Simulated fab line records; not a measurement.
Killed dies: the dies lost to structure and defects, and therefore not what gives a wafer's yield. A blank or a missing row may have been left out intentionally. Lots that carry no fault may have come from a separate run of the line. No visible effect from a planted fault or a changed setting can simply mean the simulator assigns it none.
Chamber matching	flow n5Finfet	4 sister chambers for N5_BEOL_M10_STRIP_19 on rieDiel-04
The step strips in O2. 16 wafers are shown with their chamber, then 8 later ones without.

EACH WAFER AND ITS CHAMBER
wafer	chamber	showerheadPlenumPTorr (Torr)	drypumpMotorCurrentA (A)	oesProductAu (a.u.)
L081.1	2	2.11	6.1	0.77
L081.4	0	2.03	5.3	0.84
L081.5	1	2.22	5.0	0.83
L083.1	3	2.22	6.1	0.90
L083.4	3	2.22	6.0	0.90
L083.6	2	2.11	6.1	0.76
L085.3	1	2.22	5.1	0.83
L085.4	3	2.21	6.0	0.89
L085.5	2	2.11	6.1	0.75
L089.3	0	2.03	5.3	0.83
L089.4	2	2.11	6.1	0.76
L089.6	1	2.22	5.0	0.83
L087.4	1	2.22	5.1	0.82
L087.5	1	2.22	5.0	0.82
L087.6	2	2.10	6.1	0.76
L088.1	0	2.03	5.3	0.81

SIGNATURES (averages over the wafers above)
reading	chamber 0	chamber 1	chamber 2	chamber 3	scatter within a chamber
showerheadPlenumPTorr	2.0300	2.2200	2.1080	2.2167	0.0035
drypumpMotorCurrentA	5.300	5.040	6.100	6.033	0.0394
oesProductAu	0.8267	0.8260	0.7600	0.8967	0.00843
Rule: for each reading, subtract the chamber's mean from the wafer's reading, divide by that reading's scatter and square the result; add these up over the readings and take the root, which gives the wafer's distance from the chamber. If the next closest chamber is less than 2 further off than the closest, the wafer can't be placed; otherwise it belongs to the closest. The scatter: the root of (the sum of the squares of (reading less its chamber's mean) over the shown wafers, divided by (wafers less chambers)).

WAFERS WITH NO CHAMBER GIVEN
wafer	showerheadPlenumPTorr (Torr)	drypumpMotorCurrentA (A)	oesProductAu (a.u.)
L088.4	2.21	5.1	0.81
L088.6	2.03	5.3	0.81
L092.2	2.21	6.0	0.86
L092.4	2.02	5.3	0.80
L092.5	2.21	5.1	0.81
L095.1	2.21	6.1	0.85
L095.3	2.21	5.1	0.80
L095.6	2.02	5.3	0.79

THE CHAMBER EACH PASSED THROUGH
wafer	from the rows above	in truth
L088.4	1	1
L088.6	0	0
L092.2	3	3
L092.4	0	0
L092.5	1	1
L095.1	3	3
L095.3	1	1
L095.6	0	0
Placed correctly: 8 of 8. Left unplaced by these rows: 0. Placed wrongly: 0.
